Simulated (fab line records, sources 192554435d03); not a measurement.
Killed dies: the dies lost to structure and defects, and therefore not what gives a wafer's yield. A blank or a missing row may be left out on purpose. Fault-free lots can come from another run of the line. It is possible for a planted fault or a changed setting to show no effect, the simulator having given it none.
Chamber matching :: flow n5_finfet :: 3 sister chambers for N5_BEOL_M6_PECVD_70 on pecvd-02
The step deposits SiO2 from TEOS/O2, target thk 20 nm, time 22.7 s. 3 wafers are shown with their chamber, then 9 later ones without.

== EACH WAFER AND ITS CHAMBER ==
wafer: L081.5
chamber: 2
throttle_valve_pct (%): 19.8

wafer: L085.4
chamber: 1
throttle_valve_pct (%): 23.4

wafer: L085.5
chamber: 0
throttle_valve_pct (%): 22.2

== WAFERS WITHOUT THEIR CHAMBER ==
wafer: L089.4
throttle_valve_pct (%): 19.9

wafer: L089.5
throttle_valve_pct (%): 23.5

wafer: L089.6
throttle_valve_pct (%): 22.1

wafer: L093.1
throttle_valve_pct (%): 23.1

wafer: L093.4
throttle_valve_pct (%): 23.4

wafer: L093.6
throttle_valve_pct (%): 22.2

wafer: L097.2
throttle_valve_pct (%): 22.0

wafer: L097.3
throttle_valve_pct (%): 23.2

wafer: L097.5
throttle_valve_pct (%): 22.0

== CHAMBER TAKEN BY EACH ==
wafer: L089.4
from the rows above: 2
in truth: 2

wafer: L089.5
from the rows above: 1
in truth: 1

wafer: L089.6
from the rows above: 0
in truth: 0

wafer: L093.1
from the rows above: 1
in truth: 1

wafer: L093.4
from the rows above: 1
in truth: 1

wafer: L093.6
from the rows above: 0
in truth: 0

wafer: L097.2
from the rows above: 0
in truth: 0

wafer: L097.3
from the rows above: 1
in truth: 1

wafer: L097.5
from the rows above: 0
in truth: 0
Placed correctly: 9 of 9. From these rows, 0 cannot be placed. Wrongly placed: 0.
How it was worked out, from the rows above alone: a wafer's distance from a chamber is the root of the sum, over the readings, of the square of ((its reading less the chamber's mean) divided by the reading's scatter). If the next closest chamber is less than 2 further off than the closest, the wafer can't be placed; otherwise it belongs to the closest. For every chamber, the mean is computed from those of its wafers that are shown. The scatter: root of mean squared gap, hidden wafer to nearest shown wafer, with one shown wafer a chamber.
